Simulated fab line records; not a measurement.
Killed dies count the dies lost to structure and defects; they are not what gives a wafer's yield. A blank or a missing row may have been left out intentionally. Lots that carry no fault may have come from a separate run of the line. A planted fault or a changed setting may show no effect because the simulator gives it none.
The tool behind it: which one? ; flow nand-harc ; at 1 step of a route of 1159, 12 lots with 36 wafers sampled

## WHAT THE GAUGES READ, wafer by wafer
NHARC_A_CONTACT_INSPECT_23.
lot;measured;on;raw-defect-count
L076;day 18 09:42;defect-inspect-02;558 560 429
L075;day 18 19:49;defect-inspect-01;270 314 331
L081;day 19 01:59;defect-inspect-01;1216 510 348
L082;day 19 17:41;defect-inspect-01;698 269 354
L084;day 19 22:13;defect-inspect-02;334 331 520
L086;day 20 03:32;defect-inspect-02;527 515 635
L087;day 20 07:01;defect-inspect-02;352 267 493
L091;day 21 17:28;defect-inspect-01;399 295 313
L088;day 21 19:46;defect-inspect-02;342 421 371
L092;day 22 00:22;defect-inspect-02;466 385 575
L094;day 22 06:14;defect-inspect-02;620 476 723
L097;day 23 05:57;defect-inspect-01;487 361 306

## EACH LOT AND THE TOOL THAT RAN IT (in order: tool; ch and the chambers of the sampled wafers; start)
No process step before these readings appears in the record.

## THE ANSWER, worked out from the rows above alone
Rule: what is usual is taken from the lots themselves. Put in order of their means at a reading, lots are off if they are a third of the lots or fewer, leave a main group of 4 or more, and stand apart from it by a gap of 3 or more times the standard deviation of the main group's means; of several such gaps the widest counts. The tables above print the reading to a certain number of digits; a main group whose means all agree to those digits is not used. Also off: a lot with no number at a reading for which 4 or more lots have one. Where the step has rows for the other lots, those lots are counted as sound.
None of the lots is off at any reading shown; this tells nothing.

## WHAT HAD BEEN PUT IN BY THE SIMULATOR
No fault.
